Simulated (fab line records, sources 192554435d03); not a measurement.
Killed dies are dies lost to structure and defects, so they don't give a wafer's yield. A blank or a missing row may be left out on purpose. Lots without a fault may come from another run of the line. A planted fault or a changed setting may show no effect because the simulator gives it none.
Split-lot experiment | flow n5_finfet | 7 lots, 21 wafers read, on a route of 1938 steps

THE SPLIT
At N5_HKMG_FIN_ETCH_54 (etches SiARC in CF4, target depth 45.5 nm, time 75.8 s), the setting source_w was moved away from the recipe's 545 W on 5 of the 21 wafers read, by -8.7% to +15.5%. The other wafers ran this setting at the recipe's value.

The reading is taken at the split's own step.

THE READING
rf_vpp_V, in V, at N5_HKMG_FIN_ETCH_54 (etches SiARC in CF4, target depth 45.5 nm, time 75.8 s). Fault-free wafers of this fab line usually give 184.3 V, standard deviation 1.4 V.

wafer  | tool, chamber at the split | source_w as run, W | against the recipe | rf_vpp_V, V | against lot-mates on the recipe
L077.1 | rie_diel-01, 0             | 545                | recipe             | 184.2       | -
L077.3 | rie_diel-01, 1             | 545                | recipe             | 182.1       | -
L077.5 | rie_diel-01, 0             | 545                | recipe             | 185.0       | -
L078.1 | rie_diel-01, 0             | 497.8              | -8.7%              | 190.2       | +5.5
L078.2 | rie_diel-01, 3             | 497.8              | -8.7%              | 191.9       | +7.2
L078.6 | rie_diel-01, 2             | 545                | recipe             | 184.7       | -
L079.2 | rie_diel-01, 2             | 545                | recipe             | 185.9       | -
L079.3 | rie_diel-01, 1             | 545                | recipe             | 184.5       | -
L079.5 | rie_diel-01, 3             | 545                | recipe             | 186.7       | -
L080.1 | rie_diel-06, 1             | 545                | recipe             | 183.6       | -
L080.2 | rie_diel-06, 3             | 545                | recipe             | 184.8       | -
L080.6 | rie_diel-06, 3             | 545                | recipe             | 183.9       | -
L083.3 | rie_diel-03, 1             | 545                | recipe             | 182.4       | -
L083.4 | rie_diel-03, 1             | 545                | recipe             | 183.6       | -
L083.6 | rie_diel-03, 0             | 545                | recipe             | 185.1       | -
L084.2 | rie_diel-03, 0             | 622.6              | +14.2%             | 176.1       | -5.4
L084.5 | rie_diel-03, 1             | 622.6              | +14.2%             | 176.1       | -5.4
L084.6 | rie_diel-03, 2             | 545                | recipe             | 181.5       | -
L090.1 | rie_diel-01, 3             | 545                | recipe             | 186.0       | -
L090.5 | rie_diel-01, 3             | 545                | recipe             | 183.9       | -
L090.6 | rie_diel-01, 2             | 629.3              | +15.5%             | 175.8       | -9.1

THE FIT
A straight line over all 21 wafers: rf_vpp_V changes by -0.613 V for each +1% of source_w; r = -0.94; the points scatter about the line by 1.4 V.
The same after taking each lot's own level away (the mean of its wafers on the recipe; 21 wafers): -0.521 V for each +1%; r = -0.94; scatter 1.2 V.
On that fit, the largest move of source_w shifts the reading by 8.1 V.
The lots' own levels span 181.50 to 185.70 V, that is 3.0 times the standard deviation above.
So the lot-to-lot level changes the slope: the two fits differ.
Check: with one of the wafers moved furthest among these (+15.5%) left out of the fit, the line predicts -7.09 V for it against its lot-mates. It came out at -9.15 V against them.
Tool readings at the split's step, against how far the setting was moved: rf_vpp_V r = -0.94.

OTHER SPLITS ON THESE WAFERS
These wafers also went through other splits before the reading. Each is held against what the fit with the lots' levels taken away leaves over:
other split on the same wafers     | wafers away from the commonest value | r with rf_vpp_V (lot level and that fit taken away)
N5_SD_EPI_N_EXPOSE_06 dose_mj      | 7                                    | +0.17
N5_SD_EPI_N_ETCH_16 target_depth_a | 7                                    | -0.11
N5_SDB_COAT_05 spin_rpm            | 4                                    | +0.00

THE FILE'S OWN FIT
rf_vpp_V changes by -0.528 V for each +1% of source_w, r = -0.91.
